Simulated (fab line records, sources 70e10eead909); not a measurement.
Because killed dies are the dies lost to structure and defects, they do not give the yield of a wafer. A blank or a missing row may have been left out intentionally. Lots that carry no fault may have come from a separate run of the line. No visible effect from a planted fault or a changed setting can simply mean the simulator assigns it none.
fab line records	flow nand-harc
[record] lots = 12	wafers = 36	last-day = 25
route steps=1159 shown THIN_TSV@1120 END@1159
lots that met no fault: from a run of the same line without faults
start-h: start of the lot's first displayed wafer, in hours after the record's first day	wait-h: hours from the lot's prior step to this one	" unchanged from the row above	L1.1+2: one row covering several wafers at once	- no value, or no start was given	* or withheld: withheld	< > ~ a bound
route shown NAME@n: a module of which the file shows steps, and the number in the route of the first	usual: mean/standard deviation taken from wafers without a fault	same: alike in all rows	chamber/n: place in a boat	sites: each site's reading	_std_site: their standard deviation	_edge_site: the outer-site mean with the inner-site mean subtracted	radius-mm: for every site, how far away it sits from the centre of the wafer	mask NAME#n: copy n	behind: the most recent tool/chamber to have shaped the wafer	hold: the reason the lot was held/the length of the hold in hours/how it ended	device: whichever transistor did not switch (one of n, p or np)	end of line: the same wafers' tests at the end of the route	a step with no rows: only its recipe	killed: not the wafer's yield, but the dies lost to structure and defects at the first sort	map: the dies of a wafer, with x for killed, . for not killed, _ for no die there
set.NAME: the setting that was run; set.NAME@STEP: the one run at that earlier step	model.NAME: the simulator's own value behind a step, which no gauge read
steps of the route over a sample of lots; a table a step, a row a wafer
services: from which hour (start-h, from the record's first day; less than 0 if before it) a tool's chamber was out of use, for how many hours, and why
[[steps]]
[step NHARC_THIN_TSV_ETCH_15]
[recipe] target-depth-a = 30000	bosch-target-overetch-cycles = 2	bosch-etch-step-s = 2.8	bosch-dep-step-s = 1.2	bosch-cycles = 14
[usual] drypump-motor-current-A = 5.9/0.49
[same] bosch-dep-step-s = 1.2
lot.wafer	tool	chamber	start-h	wait-h	drypump-motor-current-A	rf-hours-counter-h
L162.3	rie-si-04	1	433.84	-	6.3	1.4
L162.6	"	1	"	"	6.4	-
L162.5	"	2	"	"	6.0	-
L159.4	rie-si-06	0	435.20	-	5.5	0.7
L159.5	"	2	"	"	5.5	-
L159.6	"	3	"	"	4.9	-
L160.4	rie-si-02	3	436.15	-	6.8	0.4
L160.1	"	0	"	"	5.9	0.5
L160.6	"	0	"	"	5.9	-
L165.4	rie-si-02	3	481.60	-	6.8	0.7
L165.1	"	0	"	"	5.9	0.9
L165.5	"	2	"	"	5.3	-
L167.3	rie-si-04	3	489.66	-	6.0	0.2
L167.2	"	0	"	"	5.6	0.2
L167.5	"	3	"	"	6.1	-
L171.4	rie-si-02	1	490.88	-	5.7	1.0
L171.1	"	3	"	"	6.8	0.9
L171.6	"	1	"	"	5.7	-
L172.3	rie-si-02	3	503.13	-	6.8	1.0
L172.1	"	2	"	"	5.3	1.0
L172.5	"	3	"	"	6.8	-
L175.3	rie-si-02	1	537.29	-	5.7	1.4
L175.2	"	2	"	"	5.3	1.3
L175.5	"	0	"	"	5.9	-
L177.4	rie-si-06	1	549.96	-	6.5	0.0
L177.2	"	3	"	"	5.0	0.0
L177.5	"	1	"	"	6.5	-
L181.1	rie-si-04	1	559.74	-	6.3	0.7
L181.6	"	2	"	"	5.9	-
L181.5	"	3	"	"	6.0	-
L179.1	rie-si-04	2	568.21	-	5.9	0.9
L179.3	"	0	"	"	5.6	0.8
L179.5	"	1	"	"	6.4	-
L180.3	rie-si-02	2	574.37	-	5.3	0.0
L180.6	"	0	"	"	5.9	-
L180.5	"	1	"	"	5.7	-
[step NHARC_THIN_TSV_STRIP_62]
[recipe] power-w = 1500	temp-c = 250	time-s = 20	chemistry = N2/H2
[usual] drypump-motor-current-A = 5.6/0.47	heater-power-w = 353/28	rf-refl-power-W = 23/6.2
lot.wafer	tool	chamber	start-h	wait-h	drypump-motor-current-A	heater-power-w	rf-hours-counter-h	rf-refl-power-W
L162.3	plasma-asher-01	0	435.72	-	5.0	344	-	15
L162.6	"	0	"	"	4.9	344	-	15
L162.5	"	1	"	"	5.8	406	-	30
L159.4	plasma-asher-01	1	437.14	-	5.8	395	-	29
L159.6	"	0	"	"	5.0	342	-	14
L159.5	"	1	"	"	5.8	402	-	30
L160.1	plasma-asher-02	1	437.93	-	5.8	354	24	24
L160.4	"	0	"	"	6.2	318	-	27
L160.6	"	1	"	"	5.8	348	-	22
L165.1	plasma-asher-01	1	483.37	-	5.8	397	6	28
L165.4	"	1	"	"	5.8	381	-	29
L165.5	"	0	"	"	4.9	330	-	14
L167.2	plasma-asher-02	1	492.10	-	5.9	360	44	23
L167.3	"	0	"	"	6.2	322	-	26
L167.5	"	0	"	"	6.2	322	-	27
L171.1	plasma-asher-01	0	493.05	-	5.0	325	11	15
L171.4	"	0	"	"	5.0	330	-	14
L171.6	"	0	"	"	5.0	333	-	14
L172.1	plasma-asher-01	1	505.28	-	5.7	387	16	30
L172.3	"	1	"	"	5.8	391	-	29
L172.5	"	0	"	"	5.0	334	-	14
L175.2	plasma-asher-01	1	539.30	-	5.7	397	26	31
L175.3	"	0	"	"	5.0	337	-	15
L175.5	"	0	"	"	4.9	338	-	15
L177.2	plasma-asher-01	1	551.75	-	5.7	392	33	29
L177.4	"	0	"	"	4.9	336	-	14
L177.5	"	0	"	"	4.9	335	-	15
L181.1	plasma-asher-01	1	561.51	-	5.7	385	36	29
L181.5	"	0	"	"	5.0	331	-	15
L181.6	"	1	"	"	5.7	389	-	28
L179.1	plasma-asher-01	1	570.01	-	5.7	381	39	30
L179.3	"	1	"	"	5.8	392	-	28
L179.5	"	0	"	"	4.9	335	-	15
L180.3	plasma-asher-02	1	576.35	-	5.9	360	-	-
L180.6	"	0	"	"	6.2	324	-	-
L180.5	"	1	"	"	5.9	379	-	-
[step NHARC_THIN_TSV_PRE_CLEAN_54]
[recipe] time-s = 30	temp-c = 280	gas = H2/He
[usual] heater-power-w = 421/29
lot.wafer	tool	chamber	start-h	wait-h	heater-power-w
L162.3	pvd-sputter-01	-	438.04	0.1	435
L162.6	"	-	"	"	424
L162.5	"	-	"	"	414
L159.4	pvd-sputter-03	-	439.33	0.1	468
L159.6	"	-	"	"	401
L159.5	"	-	"	"	486
L160.4	pvd-sputter-01	-	440.40	0.0	428
L160.1	"	-	"	"	418
L160.6	"	-	"	"	405
L165.4	pvd-sputter-01	-	485.64	0.1	422
L165.1	"	-	"	"	416
L165.5	"	-	"	"	419
L167.3	pvd-sputter-03	-	494.57	0.0	453
L167.2	"	-	"	"	425
L167.5	"	-	"	"	394
L171.1	pvd-sputter-01	-	495.29	0.1	427
L171.4	"	-	"	"	418
L171.6	"	-	"	"	442
L172.3	pvd-sputter-01	-	507.64	0.1	418
L172.1	"	-	"	"	415
L172.5	"	-	"	"	415
L175.3	pvd-sputter-02	-	541.69	0.1	377
L175.2	"	-	"	"	399
L175.5	"	-	"	"	379
L177.4	pvd-sputter-02	-	553.97	0.1	414
L177.2	"	-	"	"	429
L177.5	"	-	"	"	405
L181.1	pvd-sputter-03	-	563.89	0.1	451
L181.5	"	-	"	"	457
L181.6	"	-	"	"	395
L179.1	pvd-sputter-01	-	572.23	0.0	428
L179.3	"	-	"	"	406
L179.5	"	-	"	"	446
L180.3	pvd-sputter-01	-	578.99	0.0	410
L180.6	"	-	"	"	404
L180.5	"	-	"	"	450
[step NHARC_THIN_TSV_STRIP_57]
[recipe] time-s = 1200	temp-c = 72.5	chemistry = post-etch-residue-remover
lot.wafer	tool	chamber	start-h	wait-h
L162.3+6+5	wet-bench-10	2,4,7	440.33	0.2
L159.5+4+6	wet-bench-10	5,6,2	441.38	0.1
L160.1+4+6	wet-bench-08	6,7,3	442.72	0.3
L165.4+5+1	wet-bench-10	5,6,7	487.60	0.2
L167.2+5+3	wet-bench-08	1,2,6	496.64	0.3
L171.4+6+1	wet-bench-10	6,7,1	497.22	0.2
L172.1+3+5	wet-bench-10	0,3,5	509.68	0.3
L175.5+2+3	wet-bench-08	7,2,3	544.25	0.1
L177.4+2+5	wet-bench-08	6,0,1	556.03	0.2
L181.5+1+6	wet-bench-08	7,1,2	565.93	0.1
L179.3+1+5	wet-bench-10	4,5,6	574.32	0.2
L180.3+6+5	wet-bench-10	1,4,5	581.07	0.2
[step NHARC_THIN_TSV_INSPECT_40]
[usual] raw-defect-count = 462/62
lot.wafer	tool	chamber	start-h	wait-h	raw-defect-count
L159.4	defect-inspect-01	-	443.59	0.4	369
L159.5	"	-	"	"	376
L159.6	"	-	"	"	494
L162.3	defect-inspect-02	-	443.59	0.4	374
L162.5	"	-	"	"	429
L162.6	"	-	"	"	435
L160.1	defect-inspect-02	-	449.09	0.4	516
L160.4	"	-	"	"	472
L160.6	"	-	"	"	442
L165.1	defect-inspect-02	-	491.35	0.4	940
L165.4	"	-	"	"	434
L165.5	"	-	"	"	491
L167.2	defect-inspect-02	-	500.06	0.4	488
L167.3	"	-	"	"	502
L167.5	"	-	"	"	610
L171.1	defect-inspect-01	-	500.06	0.4	411
L171.4	"	-	"	"	500
L171.6	"	-	"	"	958
L172.1	defect-inspect-02	-	514.33	0.4	407
L172.3	"	-	"	"	348
L172.5	"	-	"	"	425
L175.2	defect-inspect-02	-	549.15	0.4	460
L175.3	"	-	"	"	459
L175.5	"	-	"	"	499
L177.2	defect-inspect-02	-	561.60	0.4	407
L177.4	"	-	"	"	529
L177.5	"	-	"	"	549
L181.1	defect-inspect-02	-	570.81	0.4	447
L181.5	"	-	"	"	457
L181.6	"	-	"	"	419
L179.1	defect-inspect-02	-	578.93	0.4	429
L179.3	"	-	"	"	508
L179.5	"	-	"	"	432
L180.3	defect-inspect-01	-	585.94	0.4	432
L180.5	"	-	"	"	489
L180.6	"	-	"	"	491
[step NHARC_END_SORT_01]
[recipe] temp-c = 25
[usual] defect-limited-yield = 95.3/1.6	killed-at-array = 27/11	killed-at-other = 0.7/1.1	killed-at-periphery = 3.6/2.4	killed-dies = 32/11	killed-open = 3.3/1.8	killed-short = 2.1/1.5	sort_bin_2_pct = 1.4/0.64	sort_bin_3_pct = 0.29/0.22	sort_bin_4_pct = 3.0/1.1	sort-n-pass = 645/11	sort-rim-yield-pct = 95/3.5	sort-yield-pct = 95.3/1.6
[same] gross-dies = 677	sort_bin_5_pct[%] = 0	sort_bin_6_pct[%] = 0	sort_bin_7_pct[%] = 0	sort_bin_8_pct[%] = 0	sort-rim-n-gross = 106.00
lot.wafer	tool	chamber	start-h	wait-h	defect-limited-yield[%]	killed-at-array	killed-at-other	killed-at-periphery	killed-dies	killed-open	killed-short	sort_bin_2_pct[%]	sort_bin_3_pct[%]	sort_bin_4_pct[%]	sort-n-pass	sort-rim-yield-pct[%]	sort-yield-pct[%]
L159.4	prober-02	0	454.70	3.4	97.2	14	1	4	19	3	6	0.7	0.44	1.6	658	99	97.2
L159.5	prober-02	0	455.50	3.7	97.2	14	0	5	19	6	1	1.0	0	1.8	658	94	97.2
L159.6	prober-02	0	456.30	4.0	97.5	11	0	6	17	3	5	0.4	0	2.1	660	99	97.5
L162.3	prober-01	0	456.06	3.1	96.8	15	0	7	22	1	6	0.6	0.59	2.1	655	98	96.8
L162.5	prober-01	0	457.67	3.7	96.5	18	0	6	24	5	2	0.6	0.44	2.5	653	97	96.5
L162.6	prober-01	0	458.47	4.0	97.0	15	0	5	20	2	6	0.7	0	2.2	657	97	97.0
L160.1	prober-02	0	460.09	2.5	93.9	29	0	12	41	3	3	1.3	0.44	4.3	636	96	93.9
L160.4	prober-02	0	462.51	3.4	95.7	20	2	7	29	2	0	1.8	0	2.5	648	99	95.7
L160.6	prober-02	0	464.12	4.0	94.7	24	2	10	36	4	1	1.9	0	3.4	641	95	94.7
L165.1	prober-02	0	494.34	2.5	82.4	35	80	4	119	1	2	8.7	2.66	6.2	558	98	82.4
L165.4	prober-02	0	496.74	3.4	95.1	25	1	7	33	3	2	1.9	0	3.0	644	88	95.1
L165.5	prober-02	0	497.55	3.7	94.4	32	0	6	38	3	4	1.0	0.30	4.3	639	92	94.4
L171.1	prober-01	0	517.76	2.5	95.3	29	0	3	32	2	3	1.9	0.30	2.5	645	97	95.3
L171.4	prober-01	0	520.17	3.4	95.4	29	0	2	31	5	1	1.5	0.44	2.7	646	99	95.4
L171.6	prober-01	0	521.77	4.0	82.4	33	84	2	119	7	3	7.7	3.55	6.4	558	99	82.4
L167.2	prober-02	0	518.60	2.8	92.9	45	1	2	48	5	0	2.1	0.89	4.1	629	90	92.9
L167.3	prober-02	0	519.39	3.1	93.6	35	2	6	43	1	3	1.8	0.15	4.4	634	96	93.6
L167.5	prober-02	0	520.96	3.6	91.1	58	0	2	60	6	5	3.5	0.30	5.0	617	98	91.1
L172.1	prober-01	0	525.54	2.5	98.1	11	1	1	13	0	4	0.6	0	1.3	664	96	98.1
L172.3	prober-01	0	527.11	3.1	98.5	9	0	1	10	0	3	0.4	0.15	0.9	667	99	98.5
L172.5	prober-01	0	528.69	3.6	97.9	12	1	1	14	4	3	0.7	0	1.3	663	94	97.9
L175.2	prober-01	0	552.99	2.8	97.0	16	0	4	20	5	1	0.6	0.15	2.2	657	98	97.0
L175.3	prober-01	0	553.79	3.1	97.9	14	0	0	14	2	2	0.3	0	1.8	663	95	97.9
L175.5	prober-01	0	555.38	3.7	97.0	10	2	8	20	4	1	0.7	0.30	1.9	657	96	97.0
L177.2	prober-02	0	565.45	2.8	95.0	29	1	4	34	3	2	1.3	0.74	3.0	643	91	95.0
L177.4	prober-02	0	567.06	3.4	94.1	34	4	2	40	6	2	2.4	0.15	3.4	637	89	94.1
L177.5	prober-02	0	567.86	3.7	91.9	46	6	3	55	3	1	1.8	0.44	5.9	622	100	91.9
L181.1	prober-01	0	573.84	2.5	96.5	18	3	3	24	3	2	1.3	0.15	2.1	653	95	96.5
L181.5	prober-01	0	576.99	3.7	95.9	21	1	6	28	4	1	1.2	0.15	2.8	649	93	95.9
L181.6	prober-01	0	577.78	3.9	93.8	37	1	4	42	6	3	2.4	0	3.8	635	97	93.8
L179.1	prober-02	0	582.00	2.5	93.5	38	1	5	44	2	3	2.4	0.44	3.7	633	96	93.5
L179.3	prober-02	0	583.63	3.1	96.0	26	0	1	27	5	1	1.0	0.74	2.2	650	93	96.0
L179.5	prober-02	0	585.27	3.8	93.9	40	0	1	41	3	1	1.2	0.59	4.3	636	99	93.9
L180.3	prober-01	0	590.69	3.2	95.1	29	2	2	33	4	4	1.8	0.44	2.7	644	98	95.1
L180.5	prober-01	0	592.31	3.8	95.9	23	2	3	28	3	1	1.5	0.30	2.4	649	99	95.9
L180.6	prober-01	0	593.12	4.1	97.3	15	2	1	18	5	2	0.4	0.15	2.1	659	96	97.3
// killed by level:class
L159.4 A_CHANNEL_HOLE_D1:chamber-film-flake=3 A_STAIRCASE:chamber-film-flake=3 A_CONTACT:chamber-film-flake=2 P_STI:geometric-particle:short=1 P_GATE:geometric-particle:open=1 P_M1:geometric-particle:short=1 A_ONON_D1:geometric-particle:short=1 A_CHANNEL_HOLE_D1:geometric-particle:open=1
L159.5 A_CHANNEL_HOLE_D1:chamber-film-flake=5 A_CONTACT:chamber-film-flake=3 P_CONTACT:geometric-particle:open=2 P_GATE:chamber-film-flake=2 P_M0:geometric-particle:open=1 A_ONON_D1:geometric-particle:open=1 A_CHANNEL_FILL_D1:geometric-particle:open=1 A_WL_FILL:geometric-particle:short=1
L162.3 P_ZERO_WELL:chamber-film-flake=6 A_WL_FILL:geometric-particle:short=3 A_STAIRCASE:chamber-film-flake=3 A_CONTACT:chamber-film-flake=3 A_WL_FILL:chamber-film-flake=2 P_CONTACT:geometric-particle:short=1 A_CHANNEL_FILL_D1:geometric-particle:open=1 A_CHANNEL_FILL_D1:geometric-particle:short=1
L159.6 A_CHANNEL_HOLE_D1:chamber-film-flake=4 P_M0:geometric-particle:short=2 A_STAIRCASE:chamber-film-flake=2 P_STI:geometric-particle:short=1 P_GATE:geometric-particle:open=1 A_SGD_CUT:geometric-particle:short=1 A_SGD_CUT:geometric-particle:open=1 A_WL_FILL:geometric-particle:short=1
L162.5 A_STAIRCASE:chamber-film-flake=5 P_CONTACT:geometric-particle:open=3 A_CONTACT:chamber-film-flake=3 A_CHANNEL_HOLE_D1:geometric-particle:short=2 A_CHANNEL_HOLE_D1:chamber-film-flake=2 A_CHANNEL_FILL_D1:chamber-film-flake=2 A_WL_FILL:chamber-film-flake=2 A_SGD_CUT:geometric-particle:open=1
L162.6 A_CHANNEL_HOLE_D1:chamber-film-flake=5 A_WL_FILL:geometric-particle:short=3 P_ZERO_WELL:chamber-film-flake=3 A_CONTACT:chamber-film-flake=2 P_STI:geometric-particle:short=1 P_CONTACT:geometric-particle:open=1 A_CHANNEL_HOLE_D1:geometric-particle:short=1 A_WL_FILL:geometric-particle:open=1
L160.1 A_CHANNEL_HOLE_D1:chamber-film-flake=11 P_CONTACT:chamber-film-flake=9 A_SLIT:chamber-film-flake=8 A_ZERO_WELL:chamber-film-flake=5 A_CONTACT:geometric-particle:open=2 A_STAIRCASE:chamber-film-flake=2 P_CONTACT:geometric-particle:short=1 P_M0:geometric-particle:open=1
L160.4 A_CHANNEL_HOLE_D1:chamber-film-flake=9 P_CONTACT:chamber-film-flake=5 A_SLIT:chamber-film-flake=4 A_STAIRCASE:chamber-film-flake=2 A_CONTACT:chamber-film-flake=2 P_CONTACT:geometric-particle:open=1 A_WL_FILL:geometric-particle:open=1 P_STI:chamber-film-flake=1
L160.6 A_CHANNEL_HOLE_D1:chamber-film-flake=12 P_CONTACT:chamber-film-flake=8 A_SLIT:chamber-film-flake=5 A_CONTACT:chamber-film-flake=3 THIN_TSV:chamber-film-flake=2 P_CONTACT:geometric-particle:open=1 P_M0:geometric-particle:open=1 A_ONON_D1:geometric-particle:open=1
L165.1 THIN_TSV:unspecified=80 A_CHANNEL_HOLE_D1:chamber-film-flake=20 A_SLIT:chamber-film-flake=11 P_ZERO_WELL:chamber-film-flake=3 P_M0:geometric-particle:open=1 A_SOURCE_PLATE:geometric-particle:short=1 A_WL_FILL:geometric-particle:short=1 A_STAIRCASE:chamber-film-flake=1
L165.4 A_CHANNEL_HOLE_D1:chamber-film-flake=13 A_SLIT:chamber-film-flake=6 P_M0:geometric-particle:open=2 P_GATE:chamber-film-flake=2 A_STAIRCASE:chamber-film-flake=2 P_M1:geometric-particle:open=1 A_WL_FILL:geometric-particle:short=1 A_CONTACT:geometric-particle:short=1
L165.5 A_CHANNEL_HOLE_D1:chamber-film-flake=16 A_SLIT:chamber-film-flake=7 P_ZERO_WELL:chamber-film-flake=2 A_STAIRCASE:chamber-film-flake=2 A_CONTACT:chamber-film-flake=2 P_CONTACT:geometric-particle:open=1 P_M0:geometric-particle:short=1 A_CHANNEL_FILL_D1:geometric-particle:open=1
L171.1 A_CHANNEL_HOLE_D1:chamber-film-flake=20 A_CONTACT:chamber-film-flake=4 P_CONTACT:geometric-particle:open=2 A_CHANNEL_FILL_D1:geometric-particle:short=1 A_SLIT:geometric-particle:short=1 A_WL_FILL:geometric-particle:short=1 P_GATE:chamber-film-flake=1 A_STAIRCASE:chamber-film-flake=1
L167.2 A_CHANNEL_HOLE_D1:chamber-film-flake=18 A_SLIT:chamber-film-flake=14 A_CONTACT:chamber-film-flake=5 A_SGD_CUT:chamber-film-flake=2 P_CONTACT:geometric-particle:open=1 A_SGD_CUT:geometric-particle:open=1 A_CONTACT:geometric-particle:open=1 A_BLC:geometric-particle:open=1
L167.3 A_CHANNEL_HOLE_D1:chamber-film-flake=14 A_SLIT:chamber-film-flake=13 P_STI:chamber-film-flake=4 A_STAIRCASE:chamber-film-flake=3 A_CONTACT:geometric-particle:short=2 P_ZERO_WELL:chamber-film-flake=2 A_ONON_D1:geometric-particle:short=1 A_CHANNEL_HOLE_D1:geometric-particle:open=1
L171.4 A_CHANNEL_HOLE_D1:chamber-film-flake=19 A_M0:geometric-particle:open=4 A_CONTACT:chamber-film-flake=3 A_WL_FILL:geometric-particle:short=1 A_CONTACT:geometric-particle:open=1 P_STI:chamber-film-flake=1 P_GATE:chamber-film-flake=1 A_SLIT:chamber-film-flake=1
L167.5 A_SLIT:chamber-film-flake=21 A_CHANNEL_HOLE_D1:chamber-film-flake=20 A_CONTACT:chamber-film-flake=3 A_CHANNEL_HOLE_D1:geometric-particle:open=2 A_CONTACT:geometric-particle:open=2 A_ONON_D1:geometric-particle:short=1 A_ONON_D1:geometric-particle:open=1 A_SGD_CUT:geometric-particle:short=1
L171.6 THIN_TSV:unspecified=83 A_CHANNEL_HOLE_D1:chamber-film-flake=18 A_CONTACT:chamber-film-flake=4 A_CHANNEL_FILL_D1:geometric-particle:open=2 A_WL_FILL:chamber-film-flake=2 P_CONTACT:geometric-particle:open=1 P_M0:geometric-particle:open=1 A_CHANNEL_FILL_D1:geometric-particle:short=1
L172.1 A_CHANNEL_HOLE_D1:chamber-film-flake=4 A_CONTACT:chamber-film-flake=3 A_CONTACT:geometric-particle:short=2 A_WL_FILL:geometric-particle:short=1 A_M0:geometric-particle:short=1 P_M1:chamber-film-flake=1 THIN_TSV:chamber-film-flake=1
L172.3 A_CHANNEL_HOLE_D1:chamber-film-flake=4 A_WL_FILL:chamber-film-flake=2 P_M1:geometric-particle:short=1 A_ONON_D1:geometric-particle:short=1 A_SGD_CUT:geometric-particle:short=1 A_CONTACT:chamber-film-flake=1
L172.5 A_STAIRCASE:chamber-film-flake=2 A_WL_FILL:chamber-film-flake=2 A_CONTACT:chamber-film-flake=2 P_M1:geometric-particle:open=1 A_ONON_D1:geometric-particle:short=1 A_CHANNEL_FILL_D1:geometric-particle:short=1 A_WL_FILL:geometric-particle:open=1 A_WL_FILL:geometric-particle:short=1
L175.2 A_CHANNEL_HOLE_D1:chamber-film-flake=5 A_ZERO_WELL:chamber-film-flake=3 A_CONTACT:chamber-film-flake=3 A_STAIRCASE:chamber-film-flake=2 P_GATE:geometric-particle:open=1 P_M0:geometric-particle:open=1 P_M1:geometric-particle:open=1 A_CHANNEL_HOLE_D1:geometric-particle:open=1
L175.3 A_CHANNEL_HOLE_D1:chamber-film-flake=4 A_STAIRCASE:chamber-film-flake=4 A_ONON_D1:geometric-particle:short=1 A_CHANNEL_FILL_D1:geometric-particle:short=1 A_CHANNEL_FILL_D1:geometric-particle:open=1 A_WL_FILL:geometric-particle:open=1 A_ZERO_WELL:chamber-film-flake=1 A_CONTACT:chamber-film-flake=1
L175.5 A_CONTACT:chamber-film-flake=6 P_M0:geometric-particle:open=4 A_STAIRCASE:chamber-film-flake=2 THIN_TSV:chamber-film-flake=2 P_M0:geometric-particle:short=1 P_ZERO_WELL:chamber-film-flake=1 P_M0:chamber-film-flake=1 P_M1:chamber-film-flake=1
L177.2 A_CHANNEL_HOLE_D1:chamber-film-flake=14 A_STAIRCASE:chamber-film-flake=5 A_CONTACT:chamber-film-flake=4 A_WL_FILL:geometric-particle:short=2 P_STI:chamber-film-flake=2 A_ONON_D1:geometric-particle:open=1 A_CHANNEL_FILL_D1:geometric-particle:open=1 A_WL_FILL:geometric-particle:open=1
L177.4 A_CHANNEL_HOLE_D1:chamber-film-flake=13 A_STAIRCASE:chamber-film-flake=13 THIN_TSV:chamber-film-flake=3 A_WL_FILL:geometric-particle:short=2 A_CONTACT:chamber-film-flake=2 P_GATE:geometric-particle:open=1 P_M0:geometric-particle:open=1 A_ONON_D1:geometric-particle:open=1
L177.5 A_CHANNEL_HOLE_D1:chamber-film-flake=25 A_STAIRCASE:chamber-film-flake=11 A_CONTACT:chamber-film-flake=6 THIN_TSV:chamber-film-flake=6 P_STI:chamber-film-flake=2 P_GATE:geometric-particle:open=1 A_WL_FILL:geometric-particle:short=1 A_WL_FILL:geometric-particle:open=1
L181.1 A_SLIT:chamber-film-flake=9 THIN_TSV:chamber-film-flake=3 A_CHANNEL_HOLE_D1:chamber-film-flake=2 A_CONTACT:chamber-film-flake=2 P_CONTACT:geometric-particle:open=1 P_CONTACT:geometric-particle:short=1 A_SOURCE_PLATE:geometric-particle:open=1 A_CHANNEL_HOLE_D1:geometric-particle:open=1
L181.5 A_SLIT:chamber-film-flake=12 P_GATE:chamber-film-flake=4 A_CHANNEL_HOLE_D1:chamber-film-flake=3 P_M0:geometric-particle:open=1 A_CHANNEL_FILL_D1:geometric-particle:short=1 A_SLIT:geometric-particle:open=1 A_WL_FILL:geometric-particle:open=1 A_M0:geometric-particle:open=1
L181.6 A_SLIT:chamber-film-flake=18 A_CHANNEL_HOLE_D1:chamber-film-flake=6 A_STAIRCASE:chamber-film-flake=4 P_GATE:chamber-film-flake=3 A_CHANNEL_FILL_D1:geometric-particle:short=2 A_WL_FILL:geometric-particle:open=2 P_BONDPAD:geometric-particle:open=1 A_ONON_D1:geometric-particle:open=1
L179.1 A_SLIT:chamber-film-flake=20 A_CONTACT:chamber-film-flake=7 A_CHANNEL_HOLE_D1:chamber-film-flake=4 A_WL_FILL:chamber-film-flake=2 P_GATE:geometric-particle:short=1 P_CONTACT:geometric-particle:short=1 P_M1:geometric-particle:open=1 P_M2:geometric-particle:open=1
L179.3 A_SLIT:chamber-film-flake=7 A_CHANNEL_HOLE_D1:chamber-film-flake=6 A_CONTACT:chamber-film-flake=3 A_M0:geometric-particle:open=2 A_STAIRCASE:chamber-film-flake=2 P_M1:geometric-particle:open=1 A_SOURCE_PLATE:geometric-particle:open=1 A_SOURCE_PLATE:geometric-particle:short=1
L179.5 A_SLIT:chamber-film-flake=17 A_CONTACT:chamber-film-flake=8 A_CHANNEL_HOLE_D1:chamber-film-flake=7 A_M0:geometric-particle:open=2 A_STAIRCASE:chamber-film-flake=2 A_ONON_D1:geometric-particle:short=1 A_BLC:geometric-particle:open=1 P_GATE:chamber-film-flake=1
L180.3 A_CONTACT:chamber-film-flake=8 A_CHANNEL_HOLE_D1:chamber-film-flake=7 A_CHANNEL_FILL_D1:chamber-film-flake=4 A_ONON_D1:geometric-particle:short=2 A_M0:geometric-particle:open=2 P_STI:chamber-film-flake=2 THIN_TSV:chamber-film-flake=2 A_CHANNEL_FILL_D1:geometric-particle:short=1
L180.5 A_CHANNEL_HOLE_D1:chamber-film-flake=9 A_CONTACT:chamber-film-flake=9 THIN_TSV:chamber-film-flake=2 P_CONTACT:geometric-particle:open=1 A_SOURCE_PLATE:geometric-particle:open=1 A_CHANNEL_FILL_D1:geometric-particle:short=1 A_CONTACT:geometric-particle:open=1 P_ZERO_WELL:chamber-film-flake=1
L180.6 A_CHANNEL_HOLE_D1:chamber-film-flake=4 A_CONTACT:geometric-particle:open=3 A_CONTACT:chamber-film-flake=3 A_SOURCE_PLATE:geometric-particle:open=1 A_CHANNEL_FILL_D1:geometric-particle:open=1 A_M0:geometric-particle:short=1 STARTING-WAFER:geometric-particle:short=1 P_STI:chamber-film-flake=1
[[services]]
tool	chamber	start-h	hours	kind
wet-bench-10	-	423.24	8.0	pm
pvd-sputter-02	-	425.47	38.2	repair
wet-bench-10	0	431.24	-	consumable-replace:bath
wet-bench-10	0	431.24	-	consumable-replace:filter
rie-si-04	1	445.30	6.6	repair
rie-si-04	-	453.00	9.0	pm
plasma-asher-01	-	453.03	9.0	pm
plasma-asher-01	0	453.03	9.0	vent-cycle
plasma-asher-01	1	453.03	9.0	vent-cycle
plasma-asher-01	0	462.03	-	clean
plasma-asher-01	1	462.03	-	clean
wet-bench-10	-	469.35	1.4	repair
rie-si-02	-	477.53	0.6	repair
rie-si-06	3	497.78	10.5	repair
pvd-sputter-03	-	498.34	10.0	pm
pvd-sputter-01	-	514.00	10.0	pm
rie-si-02	0	525.76	4.8	repair
pvd-sputter-02	-	533.30	3.0	repair
rie-si-06	-	536.48	0.5	repair
plasma-asher-02	-	537.00	9.0	pm
rie-si-06	-	537.00	9.0	pm
rie-si-04	1	538.11	7.6	repair
rie-si-02	-	565.00	9.0	pm
pvd-sputter-02	-	570.07	10.0	pm
[[key]]
[first-sign] step = NHARC_THIN_TSV_INSPECT_40	reading = raw-defect-count	direction = up	sigmas = 7.8	usual = 462	struck = 949
[effect] step = NHARC_END_SORT_01	reading = killed-at-other	direction = up	sigmas = 76	usual = 0.7	struck = 82
[more-kills-born-at] NHARC_THIN_TSV_STRIP_57@wet-bench-10 = 163
met-at NHARC_THIN_TSV_STRIP_57
struck-lots L165,L171
struck-wafers L165.1,L171.6
not-acting-at NHARC_THIN_TSV_ETCH_15,NHARC_THIN_TSV_STRIP_62,NHARC_THIN_TSV_PRE_CLEAN_54
onset-between 440.33 487.60
[fault] kind = chamber-particle-source	tool = wet-bench-10	chamber = 7	onset-h = 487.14	steps = NHARC_THIN_TSV_STRIP_57	rate-per-visit-cm2 = 0.72666	end-h = 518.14
